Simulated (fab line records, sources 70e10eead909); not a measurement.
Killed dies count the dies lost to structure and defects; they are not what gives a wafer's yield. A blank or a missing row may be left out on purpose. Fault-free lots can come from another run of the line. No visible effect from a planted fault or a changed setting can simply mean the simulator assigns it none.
Struck lot and sound lot, side by side -- flow nand-harc -- 45 out of 1159 route steps
Sound: these wafers, L453.1, L453.4, L453.5. Wafers struck: L463.1, L463.2, L463.4. The cause comes at the end.
Per side, at each step with rows, come the tool, then ch with its chambers, and then its first start. Under that, the readings that differ: sound wafers -- struck wafers -- difference of the means -- sigmas: that difference in standard deviations of wafers without a fault.
alike: words and numbers the same on both sides, and readings whose means are apart by under 2 such deviations; not compared: readings that were withheld, readings missing a value for some wafer, numbers with overlapping values and no deviation given by the record, and bounds like >300 which may hide the same value.
Wherever a step has rows on one side only, a row that says differs or no value, or a row with sigmas, the two part there. Numbers that have no deviation but don't overlap get no sigmas and don't part them. A reading missing from all wafers of one side parts the sides only when that side holds two or more wafers.

first, 6 steps without rows for these wafers: NHARC_P_GATE_STRIP_15 (strips in SPM, time 780 s); NHARC_P_GATE_PRECLEAN_71 (cleans in SC1); NHARC_P_GATE_SRD_72; NHARC_P_GATE_OXIDE_16 (material SiO2, target thk 3 nm, ox time 392 s); NHARC_P_GATE_CVD_17 (deposits poly-Si, target thk 150 nm, time 900 s); NHARC_P_GATE_HM_DEP_102 (deposits aC, target thk 120 nm).
NHARC_P_GATE_DEP_103: deposits SiON, target thk 30 nm.
  sound on pecvd-04 ch 0,1,2, day 5 16:42; struck on pecvd-01 ch 0,2, day 8 19:08
  alike: heater-power-w, susceptor-temp-C
then, 5 steps without rows for these wafers: NHARC_P_GATE_DEHYDRATE_18 (time 120 s); NHARC_P_GATE_HMDS_19 (time 30 s); NHARC_P_GATE_COAT_20 (resist thk 90 nm); NHARC_P_GATE_SOFTBAKE_21 (time 55 s); NHARC_P_GATE_EBR_22.
NHARC_P_GATE_EXPOSE_23: exposes mask P GATE, target cd 120 nm.
  sound on arfi-scanner-03 ch 0, day 5 17:14; struck on arfi-scanner-02 ch 0, day 8 19:41
reading,sound,struck,difference,sigmas
exposure-dose-mJ-cm2,93.82 93.89 93.84,91.84 91.74 91.76,-2.07,-22
  alike: mask, focus-offset-nm
then, 2 steps without rows for these wafers: NHARC_P_GATE_PEB_24 (peb time 65 s); NHARC_P_GATE_DEVELOP_25 (develop time 35 s).
NHARC_P_GATE_CD_MEAS_26: target cd 120 nm.
  sound on cd-sem-01 ch 0, day 5 17:23; struck on cd-sem-01 ch 0, day 8 19:50
  alike: cd-nm
NHARC_P_GATE_OVL_MEAS_27:
  sound on overlay-01, day 5 17:28; struck on overlay-01, day 8 19:55
  alike: overlay-x-nm, overlay-y-nm
NHARC_P_GATE_INSPECT_28:
  sound on defect-inspect-02, day 5 17:30; struck on defect-inspect-02, day 8 19:57
  alike: raw-defect-count
NHARC_P_GATE_DESCUM_31: chemistry O2, time 3 s.
  sound on rie-diel-13 ch 0,3, day 5 17:34; struck on rie-diel-06 ch 0,1,3, day 8 20:01
  alike: drypump-motor-current-A, oes-product-au, rf-vpp-V, showerhead-plenum-p-Torr, throttle-valve-pct
  not compared: rf-hours-counter-h, model.P_GATE.cd-nm
NHARC_P_GATE_ETCH_104: etches the open film in CF4/CHF3, target depth 60 nm.
  sound on rie-diel-13 ch 1,3, day 5 17:40; struck on rie-diel-06 ch 1,2,3, day 8 20:13
  alike: drypump-motor-current-A, oes-product-au, rf-vpp-V, showerhead-plenum-p-Torr, throttle-valve-pct
NHARC_P_GATE_HM_OPEN_105: chemistry O2/COS, target depth 360 nm.
  sound on rie-diel-13 ch 0,3; struck on rie-diel-06 ch 1,2,3
  alike: cos-flow-sccm, drypump-motor-current-A, oes-product-au, rf-vpp-V, showerhead-plenum-p-Torr, throttle-valve-pct
  not compared: rf-hours-counter-h
then, 4 steps without rows for these wafers: NHARC_P_GATE_STRIP_106 (strips in O2/COS); NHARC_P_GATE_ETCH_114 (etches the open film in CF4/O2, target depth 30 nm, overetch 3 nm, time 16.5 s); NHARC_P_GATE_ETCH_32 (etches the open film in HBr/Cl2, target depth 150 nm, time 100.1 s); NHARC_P_GATE_STRIP_108 (strips in O2).
NHARC_P_GATE_CD_MEAS_33:
  sound on cd-sem-03, day 5 18:39; struck on cd-sem-02, day 8 20:56
  alike: cd-nm
then, 4 steps without rows for these wafers: NHARC_P_GATE_STRIP_35 (strips in SPM, time 600 s); NHARC_P_GATE_PRECLEAN_73 (cleans in SC1); NHARC_P_GATE_SRD_74; NHARC_P_GATE_ALD_36 (deposits SiNx, target thk 20 nm, pulse time 60 s, ald cycles 223).
NHARC_P_GATE_ETCHBACK_37: etches the open film in CHF3/O2, target depth 34.5 nm, time 17.2 s.
  sound on rie-diel-13 ch 0,1,2; struck on rie-diel-13 ch 1,2
  alike: drypump-motor-current-A, oes-product-au, rf-vpp-V, showerhead-plenum-p-Torr, throttle-valve-pct
  not compared: rf-hours-counter-h
NHARC_P_GATE_STRIP_101: strips in O2, time 20 s.
  sound on rie-diel-13 ch 0,1,2, day 6 04:51; struck on rie-diel-13 ch 1,2, day 9 07:06
  alike: drypump-motor-current-A, oes-product-au, rf-vpp-V, showerhead-plenum-p-Torr, throttle-valve-pct
  not compared: rf-hours-counter-h
then, 10 steps without rows for these wafers: NHARC_P_GATE_PRECLEAN_97 (cleans in SPM, time 600 s); NHARC_P_GATE_SRD_98; NHARC_P_GATE_PRECLEAN_99 (cleans in SC1); NHARC_P_GATE_SRD_100; NHARC_P_GATE_DEHYDRATE_38 (time 120 s); NHARC_P_GATE_HMDS_39 (time 30 s); NHARC_P_GATE_COAT_40; NHARC_P_GATE_SOFTBAKE_41 (time 95 s); NHARC_P_GATE_EBR_42; NHARC_P_GATE_EXPOSE_43 (exposes mask P NSD, target cd 720 nm).
NHARC_P_M2_DESCUM_14: chemistry O2, time 3 s.
  sound on rie-diel-03 ch 1,2, day 7 02:52; struck on rie-diel-13 ch 0,1,2, day 10 08:07
reading,sound,struck,difference,sigmas
model.P_M2.cd-nm (nm),169.3 170.2 170.3,175.3 175.2 175.6,+5.4,
  alike: drypump-motor-current-A, oes-product-au, rf-vpp-V, showerhead-plenum-p-Torr, throttle-valve-pct
  not compared: rf-hours-counter-h
NHARC_P_M2_ETCH_28: etches the open film in CF4/N2, target depth 30 nm, time 72.99 s.
  sound on rie-diel-03 ch 0,3; struck on rie-diel-03 ch 1,2,3
reading,sound,struck,difference,sigmas
model.P_M2.cd-nm (nm),169.2 171.3 171.3,175 175.1 175.3,+5,
  alike: drypump-motor-current-A, oes-product-au, rf-vpp-V, showerhead-plenum-p-Torr, throttle-valve-pct
  not compared: rf-hours-counter-h
-- record jumps: 14 days between struck wafers' starts before vs after; left off in module P_M2, resumes in module END, first step shown is number 1159 of the route --
NHARC_END_SORT_01:
  sound on prober-01 ch 0, day 19 21:19; struck on prober-01 ch 0, day 24 05:45
  alike: killed-at-array, killed-at-other, killed-at-periphery, killed-dies, killed-open, killed-short

== WHERE THEY PART ==
Only at NHARC_P_GATE_EXPOSE_23, within this record. Later steps at which nothing parts them and some readings are alike: NHARC_P_GATE_CD_MEAS_26, NHARC_P_GATE_OVL_MEAS_27, NHARC_P_GATE_INSPECT_28, NHARC_P_GATE_DESCUM_31, NHARC_P_GATE_ETCH_104, NHARC_P_GATE_HM_OPEN_105, NHARC_P_GATE_CD_MEAS_33, NHARC_P_GATE_ETCHBACK_37, NHARC_P_GATE_STRIP_101, NHARC_P_M2_DESCUM_14, NHARC_P_M2_ETCH_28, NHARC_END_SORT_01.

WHY: what the simulator had put in
Process parameters drifting: arfi-scanner-02 at NHARC_P_GATE_EXPOSE_23, beginning at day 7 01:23. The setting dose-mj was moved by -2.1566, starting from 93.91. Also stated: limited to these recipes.
